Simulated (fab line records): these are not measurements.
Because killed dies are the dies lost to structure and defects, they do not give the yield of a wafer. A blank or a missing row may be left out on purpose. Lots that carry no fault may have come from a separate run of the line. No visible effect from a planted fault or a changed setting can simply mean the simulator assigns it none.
Split-lot experiment + flow n5Finfet + 7 lots, 39 wafers read, on a route of 1938 steps

## ON THE SPLIT
At N5_DUMMY_GATE_ETCH_42 (etches SiO2 in CHF3/O2, target depth 3.5 nm, time 31 s), the setting biasW was moved away from the recipe's 12 W on 15 of the 39 wafers read, by -13.2% to +18.3%. For the rest of the wafers, this setting stayed at what the recipe calls for.

The reading is taken at the split's own step.

## THE READING
rfVppV, in V, at N5_DUMMY_GATE_ETCH_42 (etches SiO2 in CHF3/O2, target depth 3.5 nm, time 31 s). Typical for fault-free wafers on this fab line: 42.4 V, with standard deviation 1.1 V.

| wafer  | tool, chamber at the split | biasW as run, W | against the recipe | rfVppV, V | against lot-mates on the recipe |
|--------|----------------------------|-----------------|--------------------|-----------|---------------------------------|
| L074.1 | rieDiel-01, 2              | 14.2            | +18.3%             | 47.8      | +6.1                            |
| L074.2 | rieDiel-01, 1              | 12              | recipe             | 42.5      | -                               |
| L074.3 | rieDiel-01, 3              | 12              | recipe             | 40.8      | -                               |
| L074.4 | rieDiel-01, 0              | 14.2            | +18.3%             | 48.5      | +6.8                            |
| L074.5 | rieDiel-01, 2              | 12              | recipe             | 41.9      | -                               |
| L074.6 | rieDiel-01, 1              | 14.2            | +18.3%             | 46.5      | +4.8                            |
| L076.1 | rieDiel-01, 3              | 12              | recipe             | 41.0      | -                               |
| L076.2 | rieDiel-01, 2              | 13.78           | +14.8%             | 47.5      | +5.2                            |
| L076.3 | rieDiel-01, 1              | 13.78           | +14.8%             | 46.7      | +4.4                            |
| L076.4 | rieDiel-01, 0              | 13.78           | +14.8%             | 47.0      | +4.7                            |
| L076.5 | rieDiel-01, 0              | 12              | recipe             | 42.9      | -                               |
| L076.6 | rieDiel-01, 1              | 12              | recipe             | 43.0      | -                               |
| L077.1 | rieDiel-04, 2              | 12              | recipe             | 43.3      | -                               |
| L077.2 | rieDiel-04, 1              | 12              | recipe             | 43.0      | -                               |
| L077.3 | rieDiel-04, 0              | 12              | recipe             | 43.5      | -                               |
| L077.4 | rieDiel-04, 3              | 12              | recipe             | 43.3      | -                               |
| L077.5 | rieDiel-04, 0              | 12              | recipe             | 44.4      | -                               |
| L077.6 | rieDiel-04, 1              | 12              | recipe             | 43.7      | -                               |
| L082.1 | rieDiel-01, 2              | 12              | recipe             | 42.3      | -                               |
| L082.4 | rieDiel-01, 1              | 12              | recipe             | 42.1      | -                               |
| L082.5 | rieDiel-01, 3              | 12              | recipe             | 41.5      | -                               |
| L083.1 | rieDiel-03, 2              | 12              | recipe             | 41.1      | -                               |
| L083.2 | rieDiel-03, 0              | 13.34           | +11.2%             | 44.0      | +2.4                            |
| L083.3 | rieDiel-03, 3              | 12              | recipe             | 42.1      | -                               |
| L083.4 | rieDiel-03, 1              | 13.34           | +11.2%             | 44.9      | +3.3                            |
| L083.5 | rieDiel-03, 0              | 12              | recipe             | 41.5      | -                               |
| L083.6 | rieDiel-03, 3              | 13.34           | +11.2%             | 45.5      | +3.9                            |
| L085.1 | rieDiel-01, 1              | 12              | recipe             | 42.3      | -                               |
| L085.2 | rieDiel-01, 2              | 10.42           | -13.2%             | 38.9      | -3.0                            |
| L085.3 | rieDiel-01, 3              | 12              | recipe             | 40.8      | -                               |
| L085.4 | rieDiel-01, 0              | 12              | recipe             | 42.6      | -                               |
| L085.5 | rieDiel-01, 0              | 10.42           | -13.2%             | 37.8      | -4.1                            |
| L085.6 | rieDiel-01, 1              | 10.42           | -13.2%             | 38.1      | -3.8                            |
| L091.1 | rieDiel-03, 0              | 13.62           | +13.5%             | 46.6      | +5.8                            |
| L091.2 | rieDiel-03, 1              | 12              | recipe             | 42.8      | -                               |
| L091.3 | rieDiel-03, 3              | 13.62           | +13.5%             | 46.0      | +5.2                            |
| L091.4 | rieDiel-03, 2              | 12              | recipe             | 39.5      | -                               |
| L091.5 | rieDiel-03, 0              | 12              | recipe             | 40.1      | -                               |
| L091.6 | rieDiel-03, 1              | 13.62           | +13.5%             | 46.0      | +5.2                            |

FIT RESULTS
A straight line over all 39 wafers: rfVppV changes by +0.297 V for each +1% of biasW; r = +0.93; the points scatter about the line by 1 V.
The same after taking each lot's own level away (the mean of its wafers on the recipe; 39 wafers): +0.319 V for each +1%; r = +0.96; scatter 0.79 V.
According to that fit, moving biasW by its largest amount changes the reading by 5.8 V.
Measured against the standard deviation above, the lots' own levels, which go from 40.80 to 43.53 V, span 2.5 times it.
The two slopes are in agreement: the lot-to-lot level therefore moves the slope only a little.
Check: +5.94 V against its lot-mates is what the line predicts for one of the wafers moved furthest among these (+18.3%) when that wafer is left out of the fit. It came out at +6.07 V against them.
Tool readings at the split's step, against how far the setting was moved: rfVppV r = +0.93.

## OTHER SPLITS ON THESE WAFERS
These wafers also went through other splits before the reading. Each is held against what the fit with the lots' levels taken away leaves over:
| other split on the same wafers       | wafers away from the commonest value | r with rfVppV (lot level and that fit taken away) |
|--------------------------------------|--------------------------------------|---------------------------------------------------|
| N5_WELL_APT_EXPOSE_22 doseMj         | 15                                   | -0.10                                             |
| N5_FIN_SAQP_SPACER1_ALD_24 aldCycles | 15                                   | -0.12                                             |
| N5_FIN_CUT_EXPOSE_05 doseMj          | 12                                   | -0.21                                             |

## FILE'S OWN FIT
rfVppV changes by +0.323 V for each +1% of biasW, r = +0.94.
